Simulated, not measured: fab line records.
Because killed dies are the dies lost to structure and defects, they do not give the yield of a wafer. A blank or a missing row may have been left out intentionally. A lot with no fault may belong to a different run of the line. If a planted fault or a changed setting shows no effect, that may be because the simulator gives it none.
2 desks, one fault -- flow n5-finfet -- only its own numbers are on each desk; what lay behind them is given at the end

THE TOOL OWNER'S DESK: ald-metal-03
The tool's own readings at N5_HKMG_FIN_ALD_91 (deposits TiN, target thk 1 nm, pulse time 1 s, purge time 3 s): means of the sampled wafers that have a number, for each lot that ran on this tool. Any lot whose mean is over 4 standard deviations away from the usual mean is out of limits and marked OUT; that distance is given in the brackets.
Columns: A = heater-power-w at N5_HKMG_FIN_ALD_91, usual 870 W; B = precursor-pulse-height-rel at N5_HKMG_FIN_ALD_91, usual 0.999
lot,first seen here,A,B
L496,day 5 10:11,864,0.996
L503,day 7 05:49,938,1.013
Finding of this desk: none of the 2 lots has anything out of limits.

METROLOGY DESK
Means of the sampled wafers that have a number, per lot and without regard to the tool the lot ran on: this is what the gauges read. Any lot whose mean is over 4 standard deviations away from the usual mean is out of limits and marked OUT; that distance is given in the brackets. Only the readings that lie furthest out on some lot appear, 7 of the 14 it has.
Columns: A = DIBL_N at N5_BEOL_M4_RC_MEAS_101, usual 36.3 mV/V; B = IOFF_N at N5_BEOL_M4_RC_MEAS_101, usual 0.16 nA/um; C = IOFF_N_LIN at N5_BEOL_M4_RC_MEAS_101, usual 0.073 nA/um; D = IOFF_N_LONG at N5_BEOL_M4_RC_MEAS_101, usual 5.47e-05 nA/um; E = VT_N at N5_BEOL_M4_RC_MEAS_101, usual 251 mV; F = VT_N_LONG at N5_BEOL_M4_RC_MEAS_101, usual 275.2 mV; G = VT_N_LVT at N5_BEOL_M4_RC_MEAS_101, usual 99 mV
lot,first seen here,A,B,C,D,E,F,G
L496,day 8 20:08,35.0,0.14,0.067,5.91e-05,252,274.1,101
L503,day 10 13:35,35.6,0.21,0.096,6.45e-05,242,268.5,90
L509,day 11 21:40,40.0,0.23,0.101,5.59e-05,245,273.8,91
Finding of this desk: none of the 3 lots has anything out of limits.

ALL TOGETHER
The desk of the tool owner found nothing out of limits.
From the metrology desk's view, nothing was out of limits.

WHAT THE SIMULATOR PUT IN
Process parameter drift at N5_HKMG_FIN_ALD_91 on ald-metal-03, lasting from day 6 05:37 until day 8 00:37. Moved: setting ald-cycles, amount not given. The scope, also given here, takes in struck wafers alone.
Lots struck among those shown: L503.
